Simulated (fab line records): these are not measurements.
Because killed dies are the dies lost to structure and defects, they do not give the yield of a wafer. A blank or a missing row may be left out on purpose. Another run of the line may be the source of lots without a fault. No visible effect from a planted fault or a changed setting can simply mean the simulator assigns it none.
fab line records	flow n5_finfet
record: lots: 5	wafers: 15	last_day: 20
route steps=1938 shown HKMG_FIN@398 PASSIVATION@1936
lots with no fault: from the same line, run without faults
start_h: hours from the record's opening day to when the first of the lot's shown wafers began	wait_h: how many hours have passed since the lot's step before this one	" same as the row above	L1.1+2: a single row standing in for several wafers	- no value, or no start given	* or withheld: withheld	< > ~ a bound
route shown NAME@n: NAME is a module with steps in the file, n the number in the route of the first one	usual: mean and standard deviation over wafers with no fault	same: alike in all rows	chamber/n: place in a boat	sites: readings site by site	_std_site: standard deviation of those values	_edge_site: inner sites' mean taken away from outer sites' mean	radius_mm: for every site, how far away it sits from the centre of the wafer	mask NAME#n: copy n	behind: the tool/chamber that last shaped the wafer	hold: why the lot was held/for how many hours/how that ended	device: whichever transistor did not switch (one of n, p or np)	end of line: tests of these same wafers at the route's end	a step without rows: its recipe alone	killed: at the first sort, the dies lost to defects and structure; wafer yield is something else	map: a wafer's dies, marking killed ones x, the rest . and places with no die _
set.NAME: setting as actually run; set.NAME@STEP: the setting as run at that earlier step	model.NAME: the simulator's own value behind a step, which no gauge read
lots at some steps of the route; a table a step, a row a wafer
services: from which hour (start_h, from the record's first day; less than 0 if before it) a tool's chamber was out of use, for how many hours, and why
== steps ==
step: N5_HKMG_FIN_CD_MEAS_49
recipe: target_cd_nm: 202	landing_energy_ev: 500	detector: se_inlens	polarity: opening
usual: cd_nm: 202.0/0.73
lot.wafer	tool	chamber	start_h	wait_h	cd_nm
L734.1	cd_sem-01	0	71.35	-	201.6
L734.4	"	0	"	"	201.3
L734.6	"	0	"	"	202.9
L738.2	cd_sem-03	0	94.83	-	204.1
L738.4	"	0	"	"	203.0
L738.5	"	0	"	"	202.8
L741.1	cd_sem-01	0	114.01	-	202.2
L741.5	"	0	"	"	202.1
L741.6	"	0	"	"	201.1
L751.2	cd_sem-03	0	175.03	-	202.6
L751.3	"	0	"	"	203.7
L751.6	"	0	"	"	202.5
L755.1	cd_sem-01	0	194.57	-	202.6
L755.3	"	0	"	"	201.4
L755.6	"	0	"	"	202.4
step: N5_HKMG_FIN_OVL_MEAS_50
recipe: points_per_wafer: 44
usual: NDIPOLE_OVL: 0.3/0.78
lot.wafer	tool	chamber	start_h	wait_h	NDIPOLE_OVL[nm]
L734.1	overlay-02	0	71.38	0.0	-1.0
L734.4	"	0	"	"	-0.1
L734.6	"	0	"	"	-0.6
L738.2	overlay-01	0	94.86	0.0	0.8
L738.4	"	0	"	"	2.2
L738.5	"	0	"	"	1.5
L741.1	overlay-01	0	114.04	0.0	-0.9
L741.5	"	0	"	"	-0.5
L741.6	"	0	"	"	0.9
L751.2	overlay-02	0	175.06	0.0	-0.4
L751.3	"	0	"	"	-0.7
L751.6	"	0	"	"	-0.9
L755.1	overlay-02	0	194.60	0.0	0.0
L755.3	"	0	"	"	0.5
L755.6	"	0	"	"	0.0
step: N5_HKMG_FIN_INSPECT_61
recipe: mode: adi	inspect_instrument: macro
usual: raw_defect_count: 2.0/1.3
lot.wafer	tool	chamber	start_h	wait_h	raw_defect_count
L734.1	defect_inspect-02	-	71.40	0.0	2
L734.4	"	-	"	"	3
L734.6	"	-	"	"	2
L738.2	defect_inspect-01	-	94.88	0.0	3
L738.4	"	-	"	"	6
L738.5	"	-	"	"	1
L741.1	defect_inspect-02	-	114.06	0.0	2
L741.5	"	-	"	"	3
L741.6	"	-	"	"	3
L751.2	defect_inspect-02	-	175.08	0.0	2
L751.3	"	-	"	"	0
L751.6	"	-	"	"	1
L755.1	defect_inspect-02	-	194.63	0.0	1
L755.3	"	-	"	"	4
L755.6	"	-	"	"	1
step: N5_HKMG_FIN_DESCUM_53
recipe: chemistry: O2	time_s: 7.9	source_power_w: 50	bias_power_w: 20	pressure_mtorr: 20	rf_frequency_hz: 2.712e+07	temp_c: 40	resist: CAR-ArF	o2_flow_sccm: 225
step: N5_HKMG_FIN_ETCH_54
recipe: chemistry: CF4	target: SiARC	target_depth_a: 455	mask_material: CAR-ArF	time_s: 75.8	ion_energy_ev: 80	pressure_mtorr: 40	source_w: 545	bias_w: 36	Ar_flow_sccm: 100	cf4_flow_sccm: 100	ends: cleared
usual: drypump_motor_current_A: 5.7/0.37	etch_rf_on_time_s: 74.9/2.4	mfc_ar_sccm: 100.03/0.3	oes_product_au: 0.67/0.058	rf_vpp_V: 183.7/1.1	showerhead_plenum_p_Torr: 2.12/0.066	throttle_valve_pct: 15.62/0.24
lot.wafer	tool	chamber	start_h	wait_h	drypump_motor_current_A	etch_rf_on_time_s	mfc_ar_sccm	oes_product_au	rf_hours_counter_h	rf_vpp_V	showerhead_plenum_p_Torr	throttle_valve_pct
L734.1	rie_diel-04	3	71.75	0.0	5.5	71.8	100.47	0.70	111	183.7	2.06	15.51
L734.4	"	3	"	"	5.5	72.4	100.40	0.70	-	183.5	2.06	15.53
L734.6	"	1	"	"	6.1	76.1	99.89	0.65	-	183.8	2.08	15.85
L738.2	rie_diel-05	2	94.95	0.0	5.3	79.2	100.59	0.61	189	184.4	2.22	15.69
L738.4	"	1	"	"	6.2	74.9	99.64	0.70	105	184.7	2.14	15.75
L738.5	"	1	"	"	6.2	74.0	99.79	0.69	-	183.9	2.14	15.73
L741.1	rie_diel-01	2	114.13	0.0	5.1	74.9	99.78	0.63	185	184.4	2.12	15.67
L741.5	"	3	"	"	5.1	76.6	100.85	0.67	-	182.7	2.07	15.67
L741.6	"	2	"	"	5.1	74.3	100.09	0.63	-	184.8	2.12	15.65
L751.2	rie_diel-04	3	175.15	0.0	5.5	71.0	99.94	0.68	143	182.4	2.05	15.58
L751.3	"	1	"	"	6.1	75.3	99.92	0.63	174	182.7	2.07	15.94
L751.6	"	3	"	"	5.5	70.9	100.05	0.68	-	183.9	2.05	15.59
L755.1	rie_diel-04	2	194.69	0.0	5.6	71.5	100.01	0.77	34	185.4	2.20	15.82
L755.3	"	1	"	"	6.1	74.7	100.70	0.63	180	181.9	2.07	15.94
L755.6	"	1	"	"	6.1	74.6	99.80	0.63	-	182.8	2.07	15.95
step: N5_HKMG_FIN_ETCH_55
recipe: chemistry: N2/H2	target: SOC	target_depth_a: 2400	temp_c: 40	time_s: 300	ion_energy_ev: 200	mask_material: SiARC	pressure_mtorr: 30	source_w: 840	bias_w: 150	n2_flow_sccm: 200	h2_flow_sccm: 200
usual: drypump_motor_current_A: 5.7/0.37	oes_product_au: 0.79/0.07	rf_vpp_V: 523.1/2.4	showerhead_plenum_p_Torr: 2.51/0.084	throttle_valve_pct: 17.81/0.2
lot.wafer	tool	chamber	start_h	wait_h	drypump_motor_current_A	oes_product_au	rf_hours_counter_h	rf_vpp_V	showerhead_plenum_p_Torr	throttle_valve_pct
L734.1	rie_diel-04	3	71.80	0.0	5.5	0.83	111	521.6	2.44	17.68
L734.4	"	3	"	"	5.5	0.83	-	520.8	2.44	17.68
L734.6	"	1	"	"	6.1	0.76	-	521.7	2.45	18.00
L738.2	rie_diel-05	2	95.01	0.0	5.3	0.71	189	526.6	2.59	17.55
L738.4	"	1	"	"	6.2	0.81	105	524.1	2.53	17.95
L738.5	"	1	"	"	6.2	0.82	-	525.4	2.53	17.95
L741.1	rie_diel-01	2	114.19	0.0	5.1	0.72	186	524.1	2.56	18.28
L741.5	"	3	"	"	5.1	0.79	-	520.5	2.42	17.70
L741.6	"	2	"	"	5.1	0.74	-	523.9	2.56	18.29
L751.2	rie_diel-04	3	175.21	0.0	5.5	0.79	143	521.8	2.43	17.74
L751.3	"	1	"	"	6.1	0.73	174	519.5	2.43	18.07
L751.6	"	3	"	"	5.5	0.79	-	521.3	2.43	17.74
L755.1	rie_diel-04	2	194.75	0.0	5.6	0.90	34	524.3	2.58	17.89
L755.3	"	1	"	"	6.2	0.73	180	522.0	2.43	18.07
L755.6	"	1	"	"	6.2	0.73	-	520.7	2.43	18.08
step: N5_HKMG_FIN_STRIP_56
recipe: chemistry: N2/H2	temp_c: 40	n2_flow_sccm: 200	h2_flow_sccm: 200	rf_frequency_hz: 6e+07
step: N5_HKMG_FIN_STRIP_57
recipe: chemistry: CF4	resist: SiARC	power_w: 300	bias_power_w: 75	pressure_mtorr: 50	cf4_flow_sccm: 150	rf_frequency_hz: 6e+07
usual: drypump_motor_current_A: 5.6/0.37	oes_product_au: 0.77/0.058	rf_vpp_V: 270.8/1.4	showerhead_plenum_p_Torr: 1.77/0.051	throttle_valve_pct: 13.58/0.23
lot.wafer	tool	chamber	start_h	wait_h	drypump_motor_current_A	oes_product_au	rf_hours_counter_h	rf_vpp_V	showerhead_plenum_p_Torr	throttle_valve_pct
L734.1	rie_diel-04	3	71.99	0.0	5.5	0.79	111	270.9	1.73	13.50
L734.4	"	3	"	"	5.5	0.79	-	269.8	1.73	13.50
L734.6	"	1	"	"	6.1	0.75	-	270.1	1.74	13.85
L738.2	rie_diel-05	2	95.20	0.0	5.3	0.72	189	273.3	1.84	13.62
L738.4	"	1	"	"	6.2	0.79	105	271.5	1.79	13.67
L738.5	"	1	"	"	6.2	0.79	-	272.8	1.79	13.69
L741.1	rie_diel-01	2	114.38	0.0	5.1	0.72	186	272.6	1.75	13.59
L741.5	"	3	"	"	5.0	0.78	-	269.8	1.74	13.65
L741.6	"	2	"	"	5.1	0.72	-	271.1	1.75	13.60
L751.2	rie_diel-04	3	175.40	0.0	5.5	0.76	143	269.9	1.72	13.58
L751.3	"	1	"	"	6.1	0.73	174	268.2	1.74	13.92
L751.6	"	3	"	"	5.5	0.76	-	269.6	1.72	13.59
L755.1	rie_diel-04	2	194.94	0.0	5.6	0.87	34	271.8	1.84	13.71
L755.3	"	1	"	"	6.1	0.73	180	269.2	1.73	13.93
L755.6	"	1	"	"	6.1	0.72	-	269.0	1.73	13.92
step: N5_HKMG_FIN_ETCH_58
recipe: chemistry: N2/H2	target: SOC	target_depth_a: 2158	ion_energy_ev: 50	bias_w: 13	time_s: 741	pressure_mtorr: 30	source_w: 875	n2_flow_sccm: 200	h2_flow_sccm: 200
usual: drypump_motor_current_A: 5.7/0.37	oes_product_au: 0.79/0.068	rf_vpp_V: 99.0/0.83	showerhead_plenum_p_Torr: 2.51/0.084	throttle_valve_pct: 17.76/0.2
lot.wafer	tool	chamber	start_h	wait_h	drypump_motor_current_A	oes_product_au	rf_hours_counter_h	rf_vpp_V	showerhead_plenum_p_Torr	throttle_valve_pct
L734.1	rie_diel-04	3	72.01	0.0	5.5	0.83	112	98.5	2.44	17.64
L734.4	"	3	"	"	5.5	0.82	-	97.9	2.44	17.64
L734.6	"	1	"	"	6.1	0.75	-	99.0	2.45	17.98
L738.2	rie_diel-05	2	95.22	0.0	5.3	0.72	189	100.2	2.59	17.51
L738.4	"	1	"	"	6.2	0.82	105	100.2	2.53	17.92
L738.5	"	1	"	"	6.2	0.82	-	99.4	2.53	17.89
L741.1	rie_diel-01	2	114.40	0.0	5.1	0.73	186	100.2	2.55	18.23
L741.5	"	3	"	"	5.0	0.79	-	99.5	2.42	17.65
L741.6	"	2	"	"	5.1	0.74	-	99.4	2.55	18.23
L751.2	rie_diel-04	3	175.42	0.0	5.5	0.79	143	99.1	2.43	17.70
L751.3	"	1	"	"	6.1	0.73	174	98.3	2.43	18.03
L751.6	"	3	"	"	5.5	0.79	-	98.6	2.43	17.69
L755.1	rie_diel-04	2	194.96	0.0	5.6	0.91	34	98.9	2.58	17.85
L755.3	"	1	"	"	6.1	0.74	180	96.7	2.43	18.04
L755.6	"	1	"	"	6.1	0.73	-	99.5	2.43	18.03
step: N5_HKMG_FIN_STRIP_93
recipe: chemistry: N2/H2	material: SOC	time_s: 20	power_w: 500	temp_c: 40	pressure_mtorr: 50	rf_frequency_hz: 6e+07	bias_power_w: 8	h2_frac: 0.5	n2_flow_sccm: 300	h2_flow_sccm: 300
step: N5_HKMG_FIN_WET_ETCH_76
recipe: chemistry: dNH4OH	mix: 1:50	temp_c: 25	target: Al2O3	stop_on: La2O3	target_depth_nm: 2.25	dry: ipa_marangoni	rinse_time_s: 30	rinse_temp_c: 23
step: N5_HKMG_FIN_STRIP_60
recipe: chemistry: N2/H2	power_w: 2500	temp_c: 300	h2_frac: 0.65	time_s: 360	pressure_mtorr: withheld	n2_flow_sccm: 1750	h2_flow_sccm: 3250
step: N5_HKMG_FIN_WET_ETCH_77
recipe: chemistry: dHCl	mix: 1:10000	temp_c: 25	target: La2O3	stop_on: HfO2	target_depth_nm: 2
lot.wafer	tool	chamber	start_h	wait_h
L734.1+4+6	wet_bench-02	6,7,5	73.00	0.3
L738.2+4+5	wet_bench-05	2,4,3	96.22	0.3
L741.1+5+6	wet_bench-02	6,7,2	115.36	0.3
L751.2+3+6	wet_bench-02	2,3,4	176.39	0.3
L755.1+3+6	wet_bench-02	2,3,7	195.92	0.3
step: N5_HKMG_FIN_WET_ETCH_78
recipe: chemistry: dNH4OH	mix: 1:50	temp_c: 25	target: Al2O3	stop_on: La2O3	target_depth_nm: 4.5	dry: ipa_marangoni	rinse_time_s: 30	rinse_temp_c: 23
step: N5_HKMG_FIN_ALD_79
recipe: material: TiN	target_thk_a: 15	temp_c: 400	ald_precursor_family: TiCl4	ald_co_reactant: NH3	pulse_time_s: 1	purge_time_s: 3	co_reactant_purge_time_s: 2	co_reactant_pulse_time_s: 2	ald_cycles: 68	pressure_torr: 3
step: N5_HKMG_FIN_CVD_62
recipe: material: a-Si	target_thk_a: 30	temp_c: 500	precursor: Si2H6	pressure_torr: 1	time_s: 20.8
step: N5_HKMG_FIN_RTA_80
recipe: temp_c: withheld	time_s: 2	ambient: N2	idle_temp_c: 600	ramp_up_c_per_s: 150	ramp_down_c_per_s: 60	cool_to_c: 600
step: N5_HKMG_FIN_PRECLEAN_64
recipe: chemistry: dHF	time_s: 30	temp_c: 25	dilution: withheld
step: N5_HKMG_FIN_WET_ETCH_65
recipe: chemistry: TMAH	temp_c: 70	conc_wt_pct: 5	target: a-Si	stop_on: TiN	time_s: 49	target_depth_nm: 3
step: N5_HKMG_FIN_WET_ETCH_81
recipe: chemistry: SC1	target: TiN	stop_on: HfO2	mix: 1:1:5	temp_c: 60	time_s: 57	target_depth_nm: 6
step: N5_HKMG_FIN_WET_ETCH_82
recipe: chemistry: dHCl	mix: 1:10000	temp_c: 25	target: La2O3	stop_on: HfO2	target_depth_nm: 2	dry: ipa_marangoni	rinse_time_s: 30	rinse_temp_c: 23
step: N5_HKMG_FIN_ALD_36
recipe: material: TiN	target_thk_a: 10	temp_c: 400	ald_precursor_family: TiCl4	ald_co_reactant: NH3	pulse_time_s: 1	purge_time_s: 3	co_reactant_purge_time_s: 2	co_reactant_pulse_time_s: 2	ald_cycles: 47	pressure_torr: 3
step: N5_HKMG_FIN_THK_MEAS_70
recipe: thk_meas_gauge: xrf	reads: HfO2_of_HKMG_FIN_HK_ALD_01
usual: HK_THK: 1.621/0.021
lot.wafer	tool	chamber	start_h	wait_h	HK_THK[nm]
L734.1	film_metro-01	-	74.23	0.2	1.603
L734.4	"	-	"	"	1.615
L734.6	"	-	"	"	1.625
L738.2	film_metro-01	-	97.40	0.2	1.627
L738.4	"	-	"	"	1.610
L738.5	"	-	"	"	1.624
L741.1	film_metro-02	-	116.50	0.2	1.618
L741.5	"	-	"	"	1.631
L741.6	"	-	"	"	1.620
L751.2	film_metro-01	-	177.88	0.2	1.625
L751.3	"	-	"	"	1.614
L751.6	"	-	"	"	1.651
L755.1	film_metro-02	-	197.07	0.2	1.594
L755.3	"	-	"	"	1.598
L755.6	"	-	"	"	1.607
step: N5_HKMG_FIN_PWFM_ALD_03
recipe: material: TiN	target_thk_a: 20	temp_c: 400	ald_precursor_family: TiCl4	ald_co_reactant: NH3	pulse_time_s: 1	purge_time_s: 3	co_reactant_purge_time_s: 2	co_reactant_pulse_time_s: 2	ald_cycles: 91	pressure_torr: 3
usual: heater_power_outer_w: 538/51	heater_power_w: 889/76	precursor_pulse_height_rel: 1.003/0.02	susceptor_temp_C: 400.00/0.2
lot.wafer	tool	chamber	start_h	wait_h	heater_power_outer_w	heater_power_w	precursor_pulse_height_rel	susceptor_temp_C
L734.1	ald_metal-04	1	74.27	0.0	598	1018	1.002	400.00
L734.4	"	3	"	"	539	876	0.995	399.93
L734.6	"	2	"	"	559	917	1.016	400.00
L738.2	ald_metal-04	1	97.44	0.0	597	961	0.984	400.02
L738.4	"	2	"	"	561	932	0.990	400.22
L738.5	"	1	"	"	605	1025	1.019	400.22
L741.1	ald_metal-03	0	116.54	0.0	519	855	0.961	400.07
L741.5	"	2	"	"	583	1019	1.018	399.89
L741.6	"	3	"	"	545	894	0.982	400.11
L751.2	ald_metal-04	0	177.92	0.0	487	739	0.959	400.02
L751.3	"	3	"	"	527	866	0.983	400.04
L751.6	"	2	"	"	558	906	1.014	400.11
L755.1	ald_metal-04	2	197.11	0.0	561	932	1.016	400.14
L755.3	"	1	"	"	612	996	0.984	399.97
L755.6	"	1	"	"	619	998	1.014	400.36
step: N5_HKMG_FIN_COAT_29
recipe: resist: SOC	temp_c: 250	time_s: 60	spin_rpm: 1500	resist_thk_nm: 300
step: N5_HKMG_FIN_COAT_30
recipe: resist: SiARC	temp_c: 220	time_s: 60	spin_rpm: 1500	resist_thk_nm: 35
step: N5_HKMG_FIN_COAT_06
recipe: resist: CAR-ArF	spin_rpm: 1500	resist_thk_nm: 90
step: N5_HKMG_FIN_EBR_08
recipe: solvent: PGMEA	ebr_width_mm: 1.5
step: N5_HKMG_FIN_SOFTBAKE_07
recipe: temp_c: 110	time_s: 60	resist: CAR-ArF
step: N5_HKMG_FIN_EXPOSE_09
recipe: mask_id: NWFM	na: 1.35	source_shape: conventional	sigma_outer: 0.8	polarization: unpolarized	dose_mj: 39.25
step: N5_HKMG_FIN_PEB_10
recipe: peb_temp_c: withheld	peb_time_s: 60	resist: CAR-ArF
step: N5_HKMG_FIN_DEVELOP_11
recipe: develop_time_s: 30	developer: TMAH	resist: CAR-ArF	dev_temp_c: 23	rinse_liquid: diw	dry: air_spin
step: N5_HKMG_FIN_CD_MEAS_12
recipe: target_cd_nm: 92.8	landing_energy_ev: 500	detector: se_inlens
usual: cd_nm: 92.7/0.66
lot.wafer	tool	chamber	start_h	wait_h	cd_nm
L734.1	cd_sem-02	0	74.98	-	92.1
L734.4	"	0	"	"	93.3
L734.6	"	0	"	"	93.4
L738.2	cd_sem-01	0	98.28	-	93.0
L738.4	"	0	"	"	92.0
L738.5	"	0	"	"	91.9
L741.1	cd_sem-02	0	117.38	-	93.3
L741.5	"	0	"	"	92.1
L741.6	"	0	"	"	91.7
L751.2	cd_sem-02	0	178.76	-	91.6
L751.3	"	0	"	"	92.9
L751.6	"	0	"	"	91.8
L755.1	cd_sem-02	0	197.82	-	91.1
L755.3	"	0	"	"	92.6
L755.6	"	0	"	"	92.1
step: N5_HKMG_FIN_OVL_MEAS_13
recipe: points_per_wafer: 44
usual: NWFM_OVL: -0.1/0.71
lot.wafer	tool	chamber	start_h	wait_h	NWFM_OVL[nm]
L734.1	overlay-02	0	75.01	0.0	0.1
L734.4	"	0	"	"	1.1
L734.6	"	0	"	"	-0.3
L738.2	overlay-02	0	98.31	0.0	1.6
L738.4	"	0	"	"	1.2
L738.5	"	0	"	"	0.1
L741.1	overlay-01	0	117.41	0.0	-1.3
L741.5	"	0	"	"	-0.6
L741.6	"	0	"	"	-0.9
L751.2	overlay-02	0	178.79	0.0	0.6
L751.3	"	0	"	"	0.5
L751.6	"	0	"	"	0.0
L755.1	overlay-02	0	197.85	0.0	-1.0
L755.3	"	0	"	"	-0.8
L755.6	"	0	"	"	-0.4
step: N5_HKMG_FIN_INSPECT_14
recipe: mode: adi	inspect_instrument: macro
usual: raw_defect_count: 1.9/1.3
lot.wafer	tool	chamber	start_h	wait_h	raw_defect_count
L734.1	defect_inspect-02	-	75.03	0.0	0
L734.4	"	-	"	"	2
L734.6	"	-	"	"	1
L738.2	defect_inspect-01	-	98.33	0.0	4
L738.4	"	-	"	"	1
L738.5	"	-	"	"	3
L741.1	defect_inspect-02	-	117.43	0.0	>300
L741.5	"	-	"	"	2
L741.6	"	-	"	"	5
L751.2	defect_inspect-02	-	178.81	0.0	0
L751.3	"	-	"	"	3
L751.6	"	-	"	"	4
L755.1	defect_inspect-02	-	197.87	0.0	0
L755.3	"	-	"	"	2
L755.6	"	-	"	"	2
step: N5_HKMG_FIN_DESCUM_17
recipe: chemistry: O2	time_s: 7.9	source_power_w: 50	bias_power_w: 20	pressure_mtorr: 20	rf_frequency_hz: 2.712e+07	temp_c: 40	resist: CAR-ArF	o2_flow_sccm: 225
step: N5_PASSIVATION_PROBE_49
usual: killed_at_M0_to_M3: 36/10	killed_at_M4_up: 14/5.2	killed_at_contacts: 12/6	killed_at_front_end: 37/10	killed_at_other: 4/3.3	killed_dies: 104/18	killed_open: 68/14	killed_short: 34/7.4
same: gross_dies: 1180	killed_at_back_side: 0
lot.wafer	tool	chamber	start_h	wait_h	killed_at_M0_to_M3	killed_at_M4_up	killed_at_contacts	killed_at_front_end	killed_at_other	killed_dies	killed_open	killed_short
L738.2	prober-02	-	331.96	0.1	48	11	15	28	3	105	63	40
L738.4	prober-02	-	332.06	0.2	25	19	11	28	2	85	65	20
L738.5	prober-02	-	332.11	0.2	46	16	9	42	3	116	62	52
L741.1	prober-01	-	377.98	0.0	27	10	12	166	4	219	62	25
L741.5	prober-01	-	378.18	0.2	44	20	10	49	8	131	81	48
L741.6	prober-01	-	378.23	0.3	37	17	9	40	5	108	62	43
L751.2	prober-01	-	420.08	0.1	23	8	4	34	8	77	47	29
L751.3	prober-01	-	420.13	0.1	31	25	12	39	10	117	80	36
L751.6	prober-01	-	420.28	0.3	21	27	8	57	6	119	88	31
L755.1	prober-02	-	488.66	0.0	42	8	25	28	14	117	82	32
L755.3	prober-02	-	488.76	0.1	35	7	27	16	2	87	65	21
L755.6	prober-02	-	488.91	0.3	55	11	9	43	13	131	74	47
killed by level:class
L738.2 BEOL_M0_SAQP:geometric_particle:short=19 BEOL_M0_SAQP:geometric_particle:open=14 MOL_CONTACT_COAG:geometric_particle:open=11 BEOL_M2:geometric_particle:open=6 ILD0:geometric_particle:open=5 BEOL_M3:geometric_particle:open=5 FIN_SAQP:geometric_particle:short=4 MOL_CONTACT_COAG:geometric_particle:short=4
L738.4 MOL_CONTACT_COAG:geometric_particle:open=11 DUMMY_GATE:geometric_particle:open=9 BEOL_M0_SAQP:geometric_particle:open=8 BEOL_M3:geometric_particle:open=8 FIN_SAQP:geometric_particle:open=5 BEOL_M0_SAQP:geometric_particle:short=5 BEOL_M4:geometric_particle:short=5 BEOL_M4:geometric_particle:open=5
L738.5 BEOL_M0_SAQP:geometric_particle:short=19 BEOL_M0_SAQP:geometric_particle:open=14 ILD0:geometric_particle:open=10 FIN_SAQP:geometric_particle:short=9 BEOL_M4:geometric_particle:open=7 BEOL_M2:geometric_particle:open=6 MOL_CONTACT_COAG:geometric_particle:open=5 MOL_CONTACT_COAG:geometric_particle:short=4
L741.1 HKMG_FIN:unspecified=129 FIN_SAQP:geometric_particle:open=12 MOL_CONTACT_COAG:geometric_particle:open=10 FIN_SAQP:geometric_particle:short=7 BEOL_M0_SAQP:geometric_particle:open=7 STI_FIN_REVEAL:geometric_particle:open=6 BEOL_M0_SAQP:geometric_particle:short=6 BEOL_M2:geometric_particle:open=6
L741.5 BEOL_M0_SAQP:geometric_particle:short=20 FIN_SAQP:geometric_particle:short=11 STI_FIN_REVEAL:geometric_particle:open=11 FIN_SAQP:geometric_particle:open=8 MOL_CONTACT_COAG:geometric_particle:open=8 BEOL_M4:geometric_particle:open=8 BEOL_M0_SAQP:geometric_particle:open=7 BEOL_M2:geometric_particle:open=7
L741.6 BEOL_M0_SAQP:geometric_particle:short=11 BEOL_M0_SAQP:geometric_particle:open=11 FIN_SAQP:geometric_particle:short=10 FIN_SAQP:geometric_particle:open=8 MOL_CONTACT_COAG:geometric_particle:open=8 BEOL_M3:geometric_particle:open=8 STARTING-WAFER:geometric_particle:short=8 BEOL_M4:geometric_particle:open=6
L751.2 BEOL_M0_SAQP:geometric_particle:open=7 STARTING-WAFER:geometric_particle:open=6 STI_FIN_REVEAL:geometric_particle:open=5 DUMMY_GATE:geometric_particle:open=5 MOL_CONTACT_COAG:geometric_particle:open=4 BEOL_M0_SAQP:geometric_particle:short=4 MIM_TOP_ETCH:geometric_particle:short=4 FIN_SAQP:geometric_particle:short=3
L751.3 BEOL_M4:geometric_particle:open=16 STI_FIN_REVEAL:geometric_particle:open=15 BEOL_M2:geometric_particle:open=8 MOL_CONTACT_COAG:geometric_particle:open=7 BEOL_M3:geometric_particle:open=6 MOL_CONTACT_COAG:geometric_particle:short=5 BEOL_M0_SAQP:geometric_particle:open=5 STARTING-WAFER:geometric_particle:open=5
L751.6 BEOL_M4:geometric_particle:open=18 STI_FIN_REVEAL:geometric_particle:open=11 FIN_SAQP:geometric_particle:open=8 ILD0:geometric_particle:open=7 BEOL_M1:geometric_particle:open=7 FIN_SAQP:geometric_particle:short=6 MOL_CONTACT_COAG:geometric_particle:open=6 STARTING-WAFER:geometric_particle:open=5
L755.1 MOL_CONTACT_COAG:geometric_particle:open=25 FIN_SAQP:geometric_particle:open=11 BEOL_M0_SAQP:geometric_particle:short=11 BEOL_M2:geometric_particle:open=9 BEOL_M0_SAQP:geometric_particle:open=8 BEOL_M3:geometric_particle:open=6 STI_FIN_REVEAL:geometric_particle:open=4 MIM_TOP_ETCH:geometric_particle:open=4
L755.3 MOL_CONTACT_COAG:geometric_particle:open=22 BEOL_M2:geometric_particle:open=7 FIN_SAQP:geometric_particle:open=6 BEOL_M1:geometric_particle:open=6 BEOL_M0_SAQP:geometric_particle:open=6 STI_FIN_REVEAL:geometric_particle:open=5 MOL_CONTACT_COAG:geometric_particle:short=5 BEOL_M0_SAQP:geometric_particle:short=5
L755.6 BEOL_M0_SAQP:geometric_particle:open=16 BEOL_M0_SAQP:geometric_particle:short=15 FIN_SAQP:geometric_particle:short=14 FIN_SAQP:geometric_particle:open=12 PASSIVATION:area_etch=8 DUMMY_GATE:geometric_particle:open=6 MOL_CONTACT_COAG:geometric_particle:open=6 BEOL_M3:geometric_particle:open=6
map L741.1 (x killed, . not)
_________________..x.........________________
______________......x...x......x_____________
___________.....x............x.....__________
__________..x...................x..._________
________.........xx..................._______
_______...x............................______
______.x..xx...x........................_____
_____..x..xxx..............x......x......____
____....xxxxxxx...........................___
___x.xxxxxxxxxxxxxx........................__
___x...xxxxxxxxxx.x......xx................__
__.xxxxxxxxxxxxxxx......x.xx................_
__x..xxxxxxxxxxxxxx..............x.........._
_x...xxxxxxxxxxxxx.x..............x...x......
_..xxxxxxxxxxxxxxxx.......x....x...x..x......
_x..xxxxxxxxxxx.x.....x.................xx...
_...xxxxxxxxxxxx..........x......x...........
_x.x....x.xxxx.....x.......x..x............x.
_.....x....xxxx.....x..x.........x..x.......x
_........xx...........x..x...x...............
_x....................................x...x..
__.............................x....x......._
__................x....x.....x.......x......_
___.............x............x.............__
___..x.x...........x.........x.........x...__
____.x........x...x.............x...x.....___
_____....................................____
______.......x.............x............_____
_______..........x....x.....x....x.x...______
________...............x.............._______
__________...x..............x......._________
___________....................x...__________
______________......xx...x......_____________
_________________............________________
map L734.6 (x killed, . not)
_________________x......x....________________
______________..x...x...x......._____________
___________............x....x..x...__________
__________........x.........x..x.x.._________
________.x.........x.xx..............._______
_______...x.................x..x.......______
______..........x...................x..._____
_____......x.x..x.............x....x....x____
____..x.....x..x...............x..x.....x.___
___x.....x......x...x...x...x.x......xx..x.__
___.....x................x.x...............__
__..x.......x.......x...........x..........._
__...x............x.....x..................._
_......x.............x....xx........x....x...
_x......x....x........x...............x.x..x.
_.............x...x........x.......x.........
_.......xxx..x..........xx.........x........x
_...........x.......x.......x...x............
_.............x..............................
_.......x.....xx.............x.......x.x.....
_...x....x.x.............x...................
__..x......x..............x............x...._
__.x..................x.........x....x.....x_
___.............................x..........__
___.............x..........................__
____...x..x........x............x...x.....___
_____...........x........................____
______................x..............x.._____
_______................................______
________..xx.............x............_______
__________...x...x.................x_________
___________........................__________
______________....x............x_____________
_________________..x........x________________
== services ==
tool	chamber	start_h	hours	kind
rie_diel-04	2	60.97	-	clean
rie_diel-04	2	60.97	-	consumable_replace:focus_ring
rie_diel-04	2	60.97	17.9	scheduled_down
rie_diel-04	2	60.97	17.9	vent_cycle
ald_metal-04	2	111.80	4.2	repair
rie_diel-01	2	171.91	16.9	repair
ald_metal-04	-	187.06	0.8	repair
rie_diel-04	2	196.85	3.7	repair
== key ==
first_sign: step: N5_HKMG_FIN_INSPECT_14	reading: raw_defect_count	direction: up	sigmas: 99+	usual: 1.9	struck: >300
effect: step: N5_PASSIVATION_PROBE_49	reading: killed_at_front_end	direction: up	sigmas: 12	usual: 37	struck: 166
more_kills_born_at: N5_HKMG_FIN_WET_ETCH_77@wet_bench-02: 129
met_at N5_HKMG_FIN_WET_ETCH_77
struck_wafers L741.1
tester_left_out L741
onset_between 73.00 115.36
fault: kind: chamber_particle_source	tool: wet_bench-02	chamber: 6	onset_h: 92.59	steps: N5_HKMG_FIN_WET_ETCH_77	rate_per_visit_cm2: 1.3535	end_h: 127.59
tester_left_out: of these lots the tester's yield and bins aren't shown, on N5 and GAA mostly nor the transistor test; their killed dies are dies lost to structure and defects alone, not to doping, threshold or leakage, so they don't give the yield
